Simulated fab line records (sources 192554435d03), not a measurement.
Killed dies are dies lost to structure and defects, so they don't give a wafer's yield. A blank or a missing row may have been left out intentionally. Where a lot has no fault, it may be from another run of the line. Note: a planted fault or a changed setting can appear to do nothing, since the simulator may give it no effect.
Chamber matching -- flow n5-finfet -- N5_BEOL_M5_STRIP_64 on rie-diel-04: 4 sister chambers
The step strips in CF4. 4 wafers are shown with their chamber, then 8 later ones without.

## WAFERS, EACH WITH ITS CHAMBER
wafer,chamber,drypump-motor-current-A (A)
L088.2,1,6.6
L092.4,2,5.5
L092.5,0,6.2
L096.1,3,5.7

## WAFERS MISSING THEIR CHAMBER
wafer,drypump-motor-current-A (A)
L096.3,6.5
L096.5,6.6
L094.1,6.6
L094.5,6.1
L094.6,5.7
L097.2,5.6
L097.4,5.5
L097.6,6.7

## CHAMBER TAKEN BY EACH
wafer,from the rows above,in truth
L096.3,1,1
L096.5,1,1
L094.1,1,1
L094.5,0,0
L094.6,3,3
L097.2,can't be placed: 2 or 3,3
L097.4,2,2
L097.6,1,1
7 of 8 placed correctly. These rows do not allow placing 1 (true chamber among the candidates in 1). 0 placed wrongly.
How it was worked out, from the rows above alone: a wafer's distance from a chamber is the root of the sum, over the readings, of the square of ((its reading less the chamber's mean) divided by the reading's scatter). If the next closest chamber is less than 2 further off than the closest, the wafer can't be placed; otherwise it belongs to the closest. A chamber's mean is the mean of its shown wafers. The scatter: with one shown wafer a chamber, the root of the mean of the squares of how far each hidden wafer lies from its nearest shown one.
